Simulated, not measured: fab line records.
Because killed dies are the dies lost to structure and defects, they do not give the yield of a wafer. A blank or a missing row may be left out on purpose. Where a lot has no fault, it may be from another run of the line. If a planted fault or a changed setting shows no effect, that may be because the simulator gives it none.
A lot that was struck, set against a sound lot || flow nandHarc || 22 steps out of a route of 1159
Sound: these wafers, L336.1, L336.2, L336.6. Wafers L353.1, L353.3, L353.4 were the ones struck. The cause comes at the end.
At each step with rows: each side's tool, then ch and its chambers, then its first start. Under that, the readings that differ: sound wafers || struck wafers || difference of the means || sigmas: that difference in standard deviations of wafers without a fault.
alike: readings with means less than 2 such deviations apart, plus words and numbers identical on both sides. not compared: withheld readings, readings lacking a value on some wafer, bounds such as >300 that could conceal the same value, and numbers that have no deviation in the record and whose values overlap.
A row with sigmas, a row that says differs or no value, or rows on one side alone: a step with any of these is where the two part. Numbers that don't overlap but have no deviation are shown without sigmas and don't part them. A reading that every wafer of one side lacks parts them only if that side has two wafers or more.

NHARC_P_CONTACT_CVD_23: deposits W, target thk 200 nm, time 557 s.
  sound: cvdW-02 ch 0,1; struck: cvdW-01 ch 0,1
{"reading": "heaterPowerW (W)", "sound": "439 476 450", "struck": "530 505 526", "difference": "+65", "sigmas": "+2"}
  alike: throttleValvePct
NHARC_P_CONTACT_CMP_24: polishes, t overpolish 30 s, target thk 200 nm.
  sound on cmp-04 ch 0,2,3, day 6 18:37; struck on cmp-04 ch 0,2,3, day 10 23:57
  alike: motorCurrentA, overpolishRunS, slurryFilterDpKPa, timeToEndpointS
after that, 1 step had no rows for these wafers: NHARC_P_CONTACT_SRD_26.
NHARC_P_CONTACT_INSPECT_27:
  struck on defectInspect-02, day 11 00:22; sound on defectInspect-01, day 6 19:01
  alike: rawDefectCount
then, 7 steps without rows for these wafers: NHARC_P_M0_DEP_00 (deposits SiOC, target thk 150 nm); NHARC_P_M0_DEHYDRATE_01 (time 120 s); NHARC_P_M0_HMDS_02 (time 30 s); NHARC_P_M0_COAT_33 (time 65 s); NHARC_P_M0_COAT_03 (resist thk 90 nm); NHARC_P_M0_SOFTBAKE_04 (time 55 s); NHARC_P_M0_EBR_05.
NHARC_P_M0_EXPOSE_06: exposes mask P M0, target cd 90 nm.
  sound on arfiScanner-01 ch 0, day 6 19:47; struck on arfiScanner-01 ch 0, day 11 01:02
{"reading": "exposureDoseMJCm2", "sound": "81.20 81.04 81.13", "struck": "84.30 84.31 84.35", "difference": "+3.20", "sigmas": "+35"}
{"reading": "model.P_M0.overlayXNm (nm)", "sound": "-0.06234 -0.06234 -0.06234", "struck": "13 13 13", "difference": "+13", "sigmas": ""}
  alike: mask, reticleTempC
then, 2 steps without rows for these wafers: NHARC_P_M0_PEB_07 (peb time 65 s); NHARC_P_M0_DEVELOP_08 (develop time 35 s).
NHARC_P_M0_CD_MEAS_09 targets a cd of 90 nm.
  sound on cdSem-02 ch 0, day 6 19:56; struck on cdSem-01 ch 0, day 11 01:10
{"reading": "cdNm (nm)", "sound": "89.3 89.4 90.0", "struck": "92.0 92.2 91.4", "difference": "+2.3", "sigmas": "+4"}
NHARC_P_M0_OVL_MEAS_10: pitch 180 nm.
  struck on overlay-02, day 11 01:16; sound on overlay-01, day 6 20:01
{"reading": "overlayXNm (nm)", "sound": "-0.1 0.0 0.1", "struck": "12.9 12.8 12.7", "difference": "+12.8", "sigmas": "+12"}
  alike: overlayYNm
NHARC_P_M0_INSPECT_11:
  struck on defectInspect-02, day 11 01:18; sound on defectInspect-02, day 6 20:03
  alike: rawDefectCount
NHARC_P_M0_DESCUM_14: chemistry O2, time 3 s.
  sound on rieDiel-12 ch 0,2, day 6 20:07; struck on rieDiel-12 ch 0,1,3, day 11 01:22
{"reading": "model.P_M0.cdNm (nm)", "sound": "89.41 89.47 90.09", "struck": "92.26 92.67 91.5", "difference": "+2.49", "sigmas": ""}
  alike: drypumpMotorCurrentA, oesProductAu, rfVppV, showerheadPlenumPTorr, throttleValvePct
  not compared: rfHoursCounterH
NHARC_P_M0_ETCH_34: etches the open film in N2/H2, target depth 40 nm, overetch 12 nm, time 43.94 s.
  sound on rieDiel-12 ch 0,1,3, day 6 20:13; struck on rieDiel-12 ch 0,2,3, day 11 01:28
  alike: drypumpMotorCurrentA, oesProductAu, rfFwdPowerW, rfVppV, showerheadPlenumPTorr, throttleValvePct
  not compared: rfHoursCounterH
NHARC_P_M0_ETCH_15: etches the open film in C4F8/Ar, target depth 150 nm, overetch 15 nm, time 82.5 s.
  sound: rieDiel-12 ch 0,1; struck: rieDiel-12 ch 0,1,2
{"reading": "model.P_M0.cdNm (nm)", "sound": "89.16 89.64 90.05", "struck": "92.08 92.75 91.24", "difference": "+2.41", "sigmas": ""}
  alike: oesProductAu, rfFwdPowerW, rfVppV
  not compared: rfHoursCounterH
NHARC_P_M0_CD_MEAS_16:
  struck on cdSem-01, day 11 01:40; sound on cdSem-01, day 6 20:25
{"reading": "cdNm (nm)", "sound": "89.4 90.0 90.1", "struck": "91.9 92.5 91.2", "difference": "+2.0", "sigmas": "+3"}
-- jump in the record: it breaks off in module P_M0 and resumes in module END (first step shown: number 1159 of the route), and 14 days separate the struck wafers' starts before and after --
NHARC_END_SORT_01:
  sound on prober-01 ch 0, day 19 20:10; struck on prober-01 ch 0, day 24 15:34
  alike: defectLimitedYield, killedAtArray, killedAtOther, killedAtPeriphery, killedDies, killedOpen, killedShort, sort_bin_2_pct, sort_bin_3_pct, sort_bin_4_pct, sortNPass, sortRimYieldPct, sortYieldPct

## WHERE THEY PART
First at NHARC_P_CONTACT_CVD_23; last, within this record, at NHARC_P_M0_CD_MEAS_16. Later steps at which nothing parts them and some readings are alike: NHARC_END_SORT_01.

WHY: the cause the simulator had injected
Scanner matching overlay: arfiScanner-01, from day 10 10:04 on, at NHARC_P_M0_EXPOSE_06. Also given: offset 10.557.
